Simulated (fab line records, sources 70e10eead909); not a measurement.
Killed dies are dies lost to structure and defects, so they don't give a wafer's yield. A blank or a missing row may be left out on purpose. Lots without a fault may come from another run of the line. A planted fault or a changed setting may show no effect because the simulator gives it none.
Chamber matching | flow nand_harc | NHARC_A_STAIRCASE_ALD_415 on ald_hk-03: 4 sister chambers
The step deposits SiO2, target thk 30 nm, pulse time 6 s, ald cycles 300. 36 wafers are shown with their chamber, then 12 later ones without.

WAFERS WITH THEIR CHAMBER
wafer  | chamber | heater_power_w (W) | precursor_pulse_height_rel
L076.2 | 3       | 490                | 0.996
L076.3 | 0       | 457                | 0.988
L076.6 | 3       | 485                | 1.009
L078.2 | 1       | 499                | 1.005
L078.5 | 1       | 495                | 0.991
L078.6 | 0       | 454                | 0.997
L079.3 | 2       | 459                | 0.999
L079.4 | 1       | 503                | 0.985
L079.6 | 3       | 488                | 0.996
L081.1 | 1       | 490                | 1.024
L081.2 | 0       | 464                | 0.969
L081.5 | 1       | 519                | 1.035
L080.2 | 2       | 439                | 1.032
L080.3 | 1       | 499                | 0.988
L080.5 | 0       | 454                | 1.030
L082.1 | 1       | 499                | 0.993
L082.2 | 0       | 442                | 0.956
L082.4 | 3       | 473                | 0.984
L084.3 | 0       | 449                | 0.978
L084.4 | 2       | 446                | 0.984
L084.6 | 1       | 496                | 1.007
L087.1 | 0       | 453                | 0.998
L087.3 | 3       | 486                | 0.998
L087.5 | 3       | 502                | 0.981
L086.1 | 2       | 434                | 1.031
L086.2 | 3       | 503                | 1.027
L086.4 | 1       | 493                | 1.009
L088.3 | 3       | 490                | 1.046
L088.4 | 2       | 437                | 0.975
L088.6 | 2       | 431                | 0.975
L091.2 | 3       | 484                | 0.982
L091.3 | 0       | 448                | 0.998
L091.6 | 2       | 438                | 0.984
L089.4 | 3       | 486                | 0.997
L089.5 | 3       | 481                | 1.013
L089.6 | 0       | 454                | 0.989

SIGNATURES (means of the wafers above)
reading                    | chamber 0 | chamber 1 | chamber 2 | chamber 3 | scatter within a chamber
heater_power_w             | 452.78    | 499.22    | 440.57    | 488.00    | 8.14
precursor_pulse_height_rel | 0.98922   | 1.00411   | 0.99714   | 1.00264   | 0.0206
Rule: a wafer's distance from a chamber is the root of the sum, over the readings, of the square of ((its reading less the chamber's mean) divided by the reading's scatter). The wafer belongs to the nearest chamber; if the next one is less than 2 further off, it can't be placed. The scatter: the root of (the sum of the squares of (reading less its chamber's mean) over the shown wafers, divided by (wafers less chambers)).

WAFERS WITHOUT THEIR CHAMBER
wafer  | heater_power_w (W) | precursor_pulse_height_rel
L092.1 | 497                | 1.018
L092.2 | 439                | 0.987
L092.3 | 500                | 0.995
L092.4 | 453                | 1.023
L092.5 | 491                | 1.019
L092.6 | 443                | 1.041
L094.1 | 500                | 1.004
L094.2 | 436                | 0.974
L094.4 | 446                | 0.995
L097.4 | 428                | 0.999
L097.5 | 502                | 0.989
L097.6 | 449                | 1.003

WHICH CHAMBER EACH WENT THROUGH
wafer  | from the rows above     | in truth
L092.1 | can't be placed: 1 or 3 | 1
L092.2 | can't be placed: 2 or 0 | 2
L092.3 | can't be placed: 1 or 3 | 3
L092.4 | can't be placed: 0 or 2 | 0
L092.5 | can't be placed: 3 or 1 | 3
L092.6 | can't be placed: 2 or 0 | 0
L094.1 | can't be placed: 1 or 3 | 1
L094.2 | can't be placed: 2 or 0 | 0
L094.4 | can't be placed: 2 or 0 | 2
L097.4 | can't be placed: 2 or 0 | 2
L097.5 | can't be placed: 1 or 3 | 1
L097.6 | can't be placed: 0 or 2 | 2
Placed correctly: 0 of 12. Can't be placed from these rows: 12 (the true chamber is among the candidates in 12). Placed wrongly: 0.
